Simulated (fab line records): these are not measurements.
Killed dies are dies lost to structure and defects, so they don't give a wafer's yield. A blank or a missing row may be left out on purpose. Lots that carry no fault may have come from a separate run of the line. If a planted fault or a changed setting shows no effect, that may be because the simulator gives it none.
Chamber matching    flow nand-harc    NHARC_A_STAIRCASE_DEP_151 on pecvd-02: 3 sister chambers
The step deposits SiO2, target thk 7200 nm. 6 wafers are shown with their chamber, then 7 later ones without.

## WAFERS PAIRED WITH THEIR CHAMBERS
wafer   chamber  heater-power-w (W)
L081.4  0        593
L083.5  2        727
L084.2  0        703
L084.6  1        558
L086.3  1        672
L086.5  2        723

## WAFERS WITHOUT THEIR CHAMBER
wafer   heater-power-w (W)
L086.6  581
L089.1  743
L089.5  600
L089.6  736
L096.2  722
L096.4  581
L096.6  758

## WHICH CHAMBER EACH ONE RAN IN
wafer   from the rows above           in truth
L086.6  can't be placed: 1 or 0 or 2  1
L089.1  can't be placed: 2 or 0 or 1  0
L089.5  can't be placed: 1 or 0 or 2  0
L089.6  can't be placed: 2 or 0 or 1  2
L096.2  can't be placed: 2 or 0 or 1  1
L096.4  can't be placed: 1 or 0 or 2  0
L096.6  can't be placed: 2 or 0 or 1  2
Placed correctly: 0 of 7. Not placeable from these rows: 7 (in 7, the candidates include the true chamber). Placed wrongly: 0.
How it was worked out, from the rows above alone: a wafer's distance from a chamber is the root of the sum, over the readings, of the square of ((its reading less the chamber's mean) divided by the reading's scatter). The wafer belongs to the nearest chamber; if the next one is less than 2 further off, it can't be placed. Each chamber's mean is taken over the wafers shown for it. The scatter is the square root of a quotient: the sum, over the shown wafers, of each reading's squared deviation from its chamber's mean, divided by wafers minus chambers.
